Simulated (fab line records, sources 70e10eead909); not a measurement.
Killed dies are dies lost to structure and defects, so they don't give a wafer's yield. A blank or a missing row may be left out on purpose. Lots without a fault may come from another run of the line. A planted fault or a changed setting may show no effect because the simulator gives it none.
Chamber matching | flow nand_harc | NHARC_A_CHANNEL_FILL_D1_ALD_25 on ald_hk-04: 4 sister chambers
The step deposits SiOx, target thk 60 nm, pulse time 10 s, ald cycles 600. 8 wafers are shown with their chamber, then 8 later ones without.

WAFERS WITH THEIR CHAMBER
wafer  | chamber | heater_power_w (W) | precursor_pulse_height_rel
L074.3 | 3       | 467                | 1.007
L080.2 | 3       | 474                | 1.007
L083.4 | 1       | 402                | 0.977
L083.3 | 0       | 469                | 1.011
L085.2 | 2       | 494                | 0.985
L085.3 | 1       | 386                | 1.002
L085.5 | 0       | 474                | 0.995
L090.1 | 2       | 495                | 0.999

WAFERS WITHOUT THEIR CHAMBER
wafer  | heater_power_w (W) | precursor_pulse_height_rel
L090.5 | 501                | 1.012
L090.6 | 471                | 0.996
L094.2 | 403                | 1.002
L094.3 | 463                | 1.005
L094.6 | 495                | 0.997
L095.2 | 508                | 0.992
L095.1 | 482                | 1.041
L095.5 | 509                | 0.971

WHICH CHAMBER EACH WENT THROUGH
wafer  | from the rows above          | in truth
L090.5 | 2                            | 2
L090.6 | can't be placed: 0 or 3      | 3
L094.2 | 1                            | 1
L094.3 | can't be placed: 3 or 0      | 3
L094.6 | 2                            | 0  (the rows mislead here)
L095.2 | 2                            | 2
L095.1 | can't be placed: 3 or 0 or 2 | 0
L095.5 | 2                            | 2
Placed correctly: 4 of 8. Can't be placed from these rows: 3 (the true chamber is among the candidates in 3). Placed wrongly: 1.
How it was worked out, from the rows above alone: a wafer's distance from a chamber is the root of the sum, over the readings, of the square of ((its reading less the chamber's mean) divided by the reading's scatter). The wafer belongs to the nearest chamber; if the next one is less than 2 further off, it can't be placed. A chamber's mean is the mean of its shown wafers. The scatter: the root of (the sum of the squares of (reading less its chamber's mean) over the shown wafers, divided by (wafers less chambers)).
